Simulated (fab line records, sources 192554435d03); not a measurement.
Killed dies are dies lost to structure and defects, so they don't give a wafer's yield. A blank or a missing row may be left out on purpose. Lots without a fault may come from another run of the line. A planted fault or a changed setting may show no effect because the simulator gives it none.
Chamber matching | flow n5_finfet | N5_BEOL_M3_DESCUM_33 on rie_diel-01: 4 sister chambers
The step chemistry O2, time 7 s. 4 wafers are shown with their chamber, then 9 later ones without.

WAFERS WITH THEIR CHAMBER
wafer  | chamber | drypump_motor_current_A (A)
L083.2 | 1       | 5.2
L094.4 | 3       | 4.7
L092.4 | 0       | 5.0
L092.6 | 2       | 5.5

WAFERS WITHOUT THEIR CHAMBER
wafer  | drypump_motor_current_A (A)
L091.1 | 5.2
L091.2 | 5.0
L091.3 | 5.6
L096.1 | 5.0
L096.4 | 5.2
L096.5 | 4.7
L097.1 | 5.6
L097.3 | 5.0
L097.6 | 5.5

WHICH CHAMBER EACH WENT THROUGH
wafer  | from the rows above | in truth
L091.1 | 1                   | 1
L091.2 | 0                   | 0
L091.3 | 2                   | 2
L096.1 | 0                   | 0
L096.4 | 1                   | 1
L096.5 | 3                   | 3
L097.1 | 2                   | 2
L097.3 | 0                   | 0
L097.6 | 2                   | 2
Placed correctly: 9 of 9. Can't be placed from these rows: 0. Placed wrongly: 0.
How it was worked out, from the rows above alone: a wafer's distance from a chamber is the root of the sum, over the readings, of the square of ((its reading less the chamber's mean) divided by the reading's scatter). The wafer belongs to the nearest chamber; if the next one is less than 2 further off, it can't be placed. A chamber's mean is the mean of its shown wafers. The scatter: with one shown wafer a chamber, the root of the mean of the squares of how far each hidden wafer lies from its nearest shown one.
